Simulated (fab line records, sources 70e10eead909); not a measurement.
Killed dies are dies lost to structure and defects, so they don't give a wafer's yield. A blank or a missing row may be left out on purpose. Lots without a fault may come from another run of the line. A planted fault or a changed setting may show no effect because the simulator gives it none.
Which tool did it? | flow nand_harc | 12 lots, 35 wafers sampled, at 5 steps of a route of 1159

WHAT THE GAUGES READ, wafer by wafer
NHARC_THIN_TSV_INSPECT_40.
lot  | measured     | on                | raw_defect_count
L835 | day 19 12:49 | defect_inspect-01 | 440 396 480
L838 | day 20 05:43 | defect_inspect-02 | 358 426 510
L840 | day 20 22:03 | defect_inspect-01 | 430 406 417
L842 | day 21 06:27 | defect_inspect-01 | 493 495 566
L843 | day 21 06:27 | defect_inspect-02 | 461 439 592
L844 | day 21 15:55 | defect_inspect-01 | 407 454 440
L839 | day 21 15:56 | defect_inspect-02 | 345 473 419
L846 | day 21 15:55 | defect_inspect-02 | 388 378 463
L848 | day 21 19:14 | defect_inspect-02 | 494 544 418
L845 | day 21 22:52 | defect_inspect-01 | 466 471 844
L849 | day 22 22:02 | defect_inspect-02 | 574 560
L857 | day 25 13:43 | defect_inspect-01 | 500 518 502

NHARC_END_SORT_01.
lot  | measured     | on        | defect_limited_yield (%) | killed_at_array | killed_at_other | killed_at_periphery | killed_dies | killed_open | killed_short | sort_bin_2_pct (%) | sort_bin_3_pct (%) | sort_bin_4_pct (%) | sort_n_pass | sort_rim_yield_pct (%) | sort_yield_pct (%)
L845 | day 22 10:38 | prober-01 | 95.0 0 94.5              | 32 47 35        | 1 628 0         | 1 2 2               | 34 677 37   | 6 3 3       | 3 2 3        | 1.8 95.1 1.8       | 0.59 0.15 0.30     | 2.7 4.7 3.4        | 643 0 640   | 92.5 0 92.5            | 95.0 0 94.5
L849 | day 23 01:52 | prober-01 | 0 93.2                   | 30 39           | 643 2           | 4 5                 | 677 46      | 3 6         | 3 2          | 96.6 2.5           | 0.44 0.74          | 3.0 3.5            | 0 631       | 0 97.2                 | 0 93.2

WHICH TOOL RAN EACH LOT (tool, then ch and the chambers of the sampled wafers, then the start)
lot  | NHARC_HYBRID_BOND_ACTIVATE_00      | NHARC_THIN_TSV_GRIND_00       | NHARC_THIN_TSV_DEP_47
L835 | rie_diel-09 ch 0,1,2, day 18 11:28 | grinder-01 ch 0, day 18 23:37 | pecvd-01 ch 1,2, day 19 03:53
L838 | rie_diel-13 ch 0,2,3, day 19 03:56 | grinder-01 ch 0, day 19 14:34 | pecvd-02 ch 0,1,2, day 19 18:58
L840 | rie_diel-04 ch 1,2,3, day 19 18:43 | grinder-01 ch 0, day 20 06:56 | pecvd-02 ch 0,2, day 20 11:24
L842 | rie_diel-09 ch 0,1,2, day 20 05:29 | grinder-01 ch 0, day 20 17:32 | pecvd-02 ch 0,1, day 20 22:14
L843 | rie_diel-09 ch 2,3, day 20 05:49   | grinder-01 ch 0, day 20 16:07 | pecvd-02 ch 1,2, day 20 20:29
L844 | rie_diel-09 ch 0,3, day 20 13:33   | grinder-01 ch 0, day 21 01:41 | pecvd-01 ch 0,1,2, day 21 06:09
L839 | rie_diel-09 ch 1,2,3, day 20 13:55 | grinder-01 ch 0, day 21 02:53 | pecvd-03 ch 0,1, day 21 07:13
L846 | rie_diel-09 ch 0,2,3, day 20 15:53 | grinder-01 ch 0, day 21 04:05 | pecvd-02 ch 0,1,2, day 21 08:28
L848 | rie_diel-09 ch 0,2,3, day 20 16:13 | grinder-01 ch 0, day 21 05:16 | pecvd-01 ch 0,1, day 21 09:31
L845 | rie_diel-04 ch 0,1,2, day 20 22:17 | grinder-01 ch 0, day 21 08:37 | pecvd-01 ch 0,1,2, day 21 12:58
L849 | rie_diel-09 ch 1,3, day 21 12:26   | grinder-01 ch 0, day 22 06:49 | pecvd-01 ch 0,2, day 22 11:10
L857 | rie_diel-09 ch 0,3, day 24 13:35   | grinder-01 ch 0, day 24 23:40 | pecvd-03 ch 0,1, day 25 03:57
- NHARC_HYBRID_BOND_ACTIVATE_00: chemistry N2, time 60 s.
- NHARC_THIN_TSV_GRIND_00
- NHARC_THIN_TSV_DEP_47: deposits SiO2, target thk 200 nm.

WHAT THE TOOLS THEMSELVES READ (means of the sampled wafers that have a number; where no wafer has one, the mark that the record gives instead)
NHARC_HYBRID_BOND_ACTIVATE_00.
lot  | tool        | drypump_motor_current_A (A) | oes_product_au (a.u.) | rf_vpp_V (V) | showerhead_plenum_p_Torr (Torr)
L835 | rie_diel-09 | 5.6                         | 1.006                 | 63.1         | 1.72
L838 | rie_diel-13 | 5.6                         | 0.993                 | 63.6         | 1.73
L840 | rie_diel-04 | 5.7                         | 0.989                 | 64.8         | 1.77
L842 | rie_diel-09 | 5.6                         | 0.985                 | 64.2         | 1.72
L843 | rie_diel-09 | 5.6                         | 0.992                 | 64.5         | 1.67
L844 | rie_diel-09 | 6.3                         | 0.996                 | 64.0         | 1.67
L839 | rie_diel-09 | 5.4                         | 0.992                 | 63.3         | 1.73
L846 | rie_diel-09 | 5.9                         | 0.995                 | 63.2         | 1.67
L848 | rie_diel-09 | 5.9                         | 0.986                 | 64.6         | 1.67
L845 | rie_diel-04 | 5.7                         | 1.002                 | 64.4         | 1.75
L849 | rie_diel-09 | 5.5                         | 0.986                 | 64.9         | 1.77
L857 | rie_diel-09 | 6.3                         | 1.002                 | 62.9         | 1.67

NHARC_THIN_TSV_GRIND_00.
lot  | tool       | motor_current_A (A) | slurry_flow_ml_min
L835 | grinder-01 | 12.016              | 150.0
L838 | grinder-01 | 12.007              | 149.6
L840 | grinder-01 | 11.989              | 149.7
L842 | grinder-01 | 12.002              | 150.0
L843 | grinder-01 | 11.996              | 149.6
L844 | grinder-01 | 12.009              | 150.2
L839 | grinder-01 | 12.006              | 150.3
L846 | grinder-01 | 11.998              | 150.2
L848 | grinder-01 | 11.966              | 149.8
L845 | grinder-01 | 11.997              | 150.5
L849 | grinder-01 | 11.995              | 150.8
L857 | grinder-01 | 11.983              | 150.4

NHARC_THIN_TSV_DEP_47.
lot  | tool     | throttle_valve_pct (%)
L835 | pecvd-01 | 15.7
L838 | pecvd-02 | 16.1
L840 | pecvd-02 | 15.9
L842 | pecvd-02 | 16.2
L843 | pecvd-02 | 16.1
L844 | pecvd-01 | 15.6
L839 | pecvd-03 | 16.0
L846 | pecvd-02 | 16.0
L848 | pecvd-01 | 15.9
L845 | pecvd-01 | 15.9
L849 | pecvd-01 | 15.7
L857 | pecvd-03 | 16.0

THE ANSWER, worked out from the rows above alone
Rule: what is usual is taken from the lots themselves. Put in order of their means at a reading, lots are off if they are a third of the lots or fewer, leave a main group of 4 or more, and stand apart from it by a gap of 3 or more times the standard deviation of the main group's means; of several such gaps the widest counts. A main group whose means are all the same, to the digits that the tables above print for the reading, isn't used. A lot without any number at a reading at which 4 lots or more have one is off too. The other lots that the step has rows for count as sound. The gauges are gone through in route order, then the tools' own readings, and for those a lot's mean is taken as printed above. The first step at which some lot is off is used, and at that step the reading that is off furthest; a lot without a number counts as furthest.
No lot is off at any reading shown: from this, nothing can be told.

WHAT THE SIMULATOR HAD PUT IN
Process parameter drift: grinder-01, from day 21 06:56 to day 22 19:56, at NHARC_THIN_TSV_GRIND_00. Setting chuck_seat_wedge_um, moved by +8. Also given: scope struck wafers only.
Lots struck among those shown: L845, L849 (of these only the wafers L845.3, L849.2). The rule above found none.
